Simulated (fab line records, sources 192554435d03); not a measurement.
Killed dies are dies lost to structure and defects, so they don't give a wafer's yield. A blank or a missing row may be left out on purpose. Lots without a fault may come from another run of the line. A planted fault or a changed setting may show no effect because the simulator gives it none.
Chamber matching | flow n5_finfet | N5_FIN_CUT_STRIP_22 on rie_diel-06: 4 sister chambers
The step strips in N2/H2. 22 wafers are shown with their chamber, then 11 later ones without.

WAFERS WITH THEIR CHAMBER
wafer  | chamber | showerhead_plenum_p_Torr (Torr) | drypump_motor_current_A (A) | throttle_valve_pct (%)
L077.2 | 1       | 3.33                            | 5.0                         | 18.56
L077.3 | 0       | 3.21                            | 6.2                         | 18.99
L077.6 | 3       | 3.53                            | 5.8                         | 18.64
L079.1 | 2       | 3.31                            | 5.0                         | 18.91
L079.2 | 0       | 3.21                            | 6.3                         | 19.00
L079.5 | 0       | 3.21                            | 6.3                         | 19.02
L081.3 | 1       | 3.33                            | 5.1                         | 18.55
L081.4 | 3       | 3.53                            | 5.7                         | 18.63
L081.6 | 1       | 3.33                            | 5.1                         | 18.62
L083.1 | 2       | 3.31                            | 5.0                         | 18.46
L083.3 | 3       | 3.52                            | 5.7                         | 18.66
L083.5 | 1       | 3.32                            | 5.1                         | 18.60
L084.3 | 2       | 3.31                            | 5.0                         | 18.46
L084.4 | 1       | 3.32                            | 5.1                         | 18.57
L084.6 | 0       | 3.20                            | 6.2                         | 19.03
L089.2 | 3       | 3.52                            | 5.7                         | 18.69
L089.4 | 0       | 3.20                            | 6.2                         | 19.00
L089.5 | 3       | 3.52                            | 5.7                         | 18.72
L090.1 | 1       | 3.32                            | 5.1                         | 18.62
L090.3 | 2       | 3.30                            | 5.0                         | 18.47
L090.5 | 0       | 3.20                            | 6.3                         | 19.02
L091.3 | 2       | 3.31                            | 5.0                         | 18.53

SIGNATURES (means of the wafers above)
reading                  | chamber 0 | chamber 1 | chamber 2 | chamber 3 | scatter within a chamber
showerhead_plenum_p_Torr | 3.2050    | 3.3250    | 3.3080    | 3.5240    | 0.00527
drypump_motor_current_A  | 6.250     | 5.083     | 5.000     | 5.720     | 0.0417
throttle_valve_pct       | 19.0100   | 18.5867   | 18.5660   | 18.6680   | 0.0951
Rule: a wafer's distance from a chamber is the root of the sum, over the readings, of the square of ((its reading less the chamber's mean) divided by the reading's scatter). The wafer belongs to the nearest chamber; if the next one is less than 2 further off, it can't be placed. The scatter: the root of (the sum of the squares of (reading less its chamber's mean) over the shown wafers, divided by (wafers less chambers)).

WAFERS WITHOUT THEIR CHAMBER
wafer  | showerhead_plenum_p_Torr (Torr) | drypump_motor_current_A (A) | throttle_valve_pct (%)
L091.5 | 3.32                            | 5.1                         | 18.63
L091.6 | 3.20                            | 6.3                         | 19.00
L093.2 | 3.20                            | 6.3                         | 19.01
L093.4 | 3.31                            | 5.0                         | 18.63
L093.6 | 3.20                            | 6.3                         | 18.97
L095.1 | 3.30                            | 5.0                         | 18.54
L095.3 | 3.31                            | 5.1                         | 18.69
L095.6 | 3.31                            | 5.1                         | 18.64
L096.1 | 3.31                            | 5.1                         | 18.61
L096.4 | 3.51                            | 5.7                         | 18.71
L096.5 | 3.51                            | 5.7                         | 18.69

WHICH CHAMBER EACH WENT THROUGH
wafer  | from the rows above     | in truth
L091.5 | 1                       | 1
L091.6 | 0                       | 0
L093.2 | 0                       | 0
L093.4 | 2                       | 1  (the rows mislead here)
L093.6 | 0                       | 0
L095.1 | 2                       | 2
L095.3 | can't be placed: 2 or 1 | 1
L095.6 | can't be placed: 2 or 1 | 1
L096.1 | can't be placed: 2 or 1 | 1
L096.4 | 3                       | 3
L096.5 | 3                       | 3
Placed correctly: 7 of 11. Can't be placed from these rows: 3 (the true chamber is among the candidates in 3). Placed wrongly: 1.
